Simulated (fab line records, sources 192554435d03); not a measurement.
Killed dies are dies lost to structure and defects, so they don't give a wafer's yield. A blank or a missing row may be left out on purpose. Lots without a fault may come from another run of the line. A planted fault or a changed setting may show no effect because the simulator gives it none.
Which tool did it? | flow n5_finfet | 12 lots, 33 wafers sampled, at 3 steps of a route of 1938

WHAT THE GAUGES READ, wafer by wafer
N5_FIN_CUT_OVL_MEAS_09.
lot  | measured    | on         | FIN_CUT_OVL (nm)
L544 | day 2 04:58 | overlay-02 | 0.3 -0.1 0.6
L545 | day 2 09:50 | overlay-01 | 0.4 0.2 0.1
L550 | day 3 14:28 | overlay-01 | 0.1 -0.7
L552 | day 4 03:30 | overlay-02 | 0.2 0.6
L555 | day 4 20:59 | overlay-02 | -0.8 -0.5
L560 | day 6 02:05 | overlay-01 | 0.9 0.5 -1.0
L561 | day 6 10:01 | overlay-02 | -0.6 0.0 0.6
L562 | day 6 15:07 | overlay-02 | -0.8 -1.1 -1.3
L564 | day 7 03:30 | overlay-01 | -0.8 0.3 0.1
L565 | day 7 08:14 | overlay-01 | 0.8 0.4 0.1
L566 | day 7 16:49 | overlay-02 | 0.3 -1.5 -0.2
L567 | day 7 20:50 | overlay-02 | 0.7 0.1 -0.3

WHICH TOOL RAN EACH LOT (tool, then ch and the chambers of the sampled wafers, then the start)
lot  | N5_FIN_SAQP_RECESS_71             | N5_FIN_SAQP_ETCH_34
L544 | vapor_etch-02 ch 0,1, day 2 03:15 | rie_diel-04 ch 0,1, day 2 04:02
L545 | vapor_etch-01 ch 0,1, day 2 07:29 | rie_diel-04 ch 0,2,3, day 2 08:54
L550 | vapor_etch-01 ch 0,1, day 3 12:45 | rie_diel-04 ch 0,3, day 3 13:33
L552 | vapor_etch-02 ch 1, day 4 01:47   | rie_diel-05 ch 2,3, day 4 02:34
L555 | vapor_etch-01 ch 0,1, day 4 18:54 | rie_diel-01 ch 0,3, day 4 20:09
L560 | vapor_etch-01 ch 0, day 6 00:31   | rie_diel-01 ch 1,2,3, day 6 01:17
L561 | vapor_etch-02 ch 0, day 6 08:20   | rie_diel-01 ch 0,2, day 6 09:13
L562 | vapor_etch-02 ch 0,1, day 6 13:24 | rie_diel-05 ch 1,2,3, day 6 14:11
L564 | vapor_etch-02 ch 0,1, day 7 01:41 | rie_diel-04 ch 0,1,3, day 7 02:40
L565 | vapor_etch-02 ch 0,1, day 7 06:32 | rie_diel-05 ch 0,2,3, day 7 07:19
L566 | vapor_etch-02 ch 0,1, day 7 14:41 | rie_diel-01 ch 1,2,3, day 7 15:53
L567 | vapor_etch-01 ch 0,1, day 7 18:57 | rie_diel-05 ch 0,3, day 7 20:02
- N5_FIN_SAQP_RECESS_71: chemistry HF/NH3, target SiO2, target depth 3 nm, afs cycles 1, sublimation time 60 s.
- N5_FIN_SAQP_ETCH_34: etches SiO2 in C4F6/O2, target depth 45 nm, time 15 s.

WHAT THE TOOLS THEMSELVES READ (means of the sampled wafers that have a number; where no wafer has one, the mark that the record gives instead)
N5_FIN_SAQP_RECESS_71.
lot  | tool          | drypump_motor_current_A (A)
L544 | vapor_etch-02 | 5.4
L545 | vapor_etch-01 | 6.0
L550 | vapor_etch-01 | 5.9
L552 | vapor_etch-02 | 5.1
L555 | vapor_etch-01 | 6.0
L560 | vapor_etch-01 | 6.0
L561 | vapor_etch-02 | 5.6
L562 | vapor_etch-02 | 5.4
L564 | vapor_etch-02 | 5.3
L565 | vapor_etch-02 | 5.4
L566 | vapor_etch-02 | 5.4
L567 | vapor_etch-01 | 5.9

N5_FIN_SAQP_ETCH_34.
lot  | tool        | drypump_motor_current_A (A) | etch_rf_on_time_s (s) | oes_product_au (a.u.) | rf_vpp_V (V) | showerhead_plenum_p_Torr (Torr) | throttle_valve_pct (%)
L544 | rie_diel-04 | 5.9                         | 14.70                 | 0.70                  | 687          | 2.83                            | 20.79
L545 | rie_diel-04 | 5.6                         | 14.86                 | 0.67                  | 669          | 2.86                            | 21.08
L550 | rie_diel-04 | 5.7                         | 14.70                 | 0.69                  | 671          | 2.80                            | 20.77
L552 | rie_diel-05 | 5.4                         | 15.43                 | 0.61                  | 666          | 2.86                            | 21.16
L555 | rie_diel-01 | 5.7                         | 15.08                 | 0.65                  | 664          | 2.85                            | 21.18
L560 | rie_diel-01 | 5.3                         | 15.13                 | 0.66                  | 679          | 2.87                            | 21.10
L561 | rie_diel-01 | 5.5                         | 14.74                 | 0.61                  | 654          | 2.87                            | 21.27
L562 | rie_diel-05 | 5.6                         | 15.16                 | 0.62                  | 665          | 2.85                            | 21.24
L564 | rie_diel-04 | 5.8                         | 14.84                 | 0.66                  | 666          | 2.77                            | 21.00
L565 | rie_diel-05 | 5.3                         | 15.16                 | 0.61                  | 664          | 2.81                            | 21.10
L566 | rie_diel-01 | 5.3                         | 15.05                 | 0.65                  | 679          | 2.86                            | 21.11
L567 | rie_diel-05 | 5.2                         | 14.97                 | 0.62                  | 662          | 2.72                            | 20.97

THE ANSWER, worked out from the rows above alone
Rule: what is usual is taken from the lots themselves. Put in order of their means at a reading, lots are off if they are a third of the lots or fewer, leave a main group of 4 or more, and stand apart from it by a gap of 3 or more times the standard deviation of the main group's means; of several such gaps the widest counts. A main group whose means are all the same, to the digits that the tables above print for the reading, isn't used. A lot without any number at a reading at which 4 lots or more have one is off too. The other lots that the step has rows for count as sound. The gauges are gone through in route order, then the tools' own readings, and for those a lot's mean is taken as printed above. The first step at which some lot is off is used, and at that step the reading that is off furthest; a lot without a number counts as furthest.
No lot is off at any reading shown: from this, nothing can be told.

WHAT THE SIMULATOR HAD PUT IN
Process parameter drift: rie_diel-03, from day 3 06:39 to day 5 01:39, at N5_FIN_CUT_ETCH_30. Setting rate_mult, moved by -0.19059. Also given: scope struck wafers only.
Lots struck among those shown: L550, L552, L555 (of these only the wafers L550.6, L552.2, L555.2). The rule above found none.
